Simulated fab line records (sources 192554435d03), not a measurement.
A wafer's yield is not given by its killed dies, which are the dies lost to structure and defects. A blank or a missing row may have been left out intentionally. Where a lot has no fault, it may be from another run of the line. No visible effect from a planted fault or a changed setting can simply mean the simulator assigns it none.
Chamber matching ; flow n5_finfet ; N5_BEOL_M1_PRE_CLEAN_60 on cvd_co-02 has 3 sister chambers
The step time 15 s. 6 wafers are shown with their chamber, then 7 later ones without.

WAFERS PAIRED WITH THEIR CHAMBERS
wafer;chamber;heater_power_w (W)
L286.5;0;82
L289.4;0;82
L293.3;2;91
L293.6;1;54
L296.1;2;92
L296.5;1;55

WAFERS WITH NO CHAMBER GIVEN
wafer;heater_power_w (W)
L296.6;90
L299.1;55
L299.3;82
L299.5;90
L308.1;82
L308.5;94
L308.6;55

EACH ONE'S CHAMBER
wafer;from the rows above;in truth
L296.6;2;2
L299.1;1;1
L299.3;0;0
L299.5;2;2
L308.1;0;0
L308.5;2;2
L308.6;1;1
Placed correctly: 7 of 7. Not placeable from these rows: 0. Number placed wrongly: 0.
How it was worked out, from the rows above alone: a wafer's distance from a chamber is the root of the sum, over the readings, of the square of ((its reading less the chamber's mean) divided by the reading's scatter). The wafer belongs to the nearest chamber; if the next one is less than 2 further off, it can't be placed. A chamber's mean is the mean of its shown wafers. The scatter: the root of (the sum of the squares of (reading less its chamber's mean) over the shown wafers, divided by (wafers less chambers)).
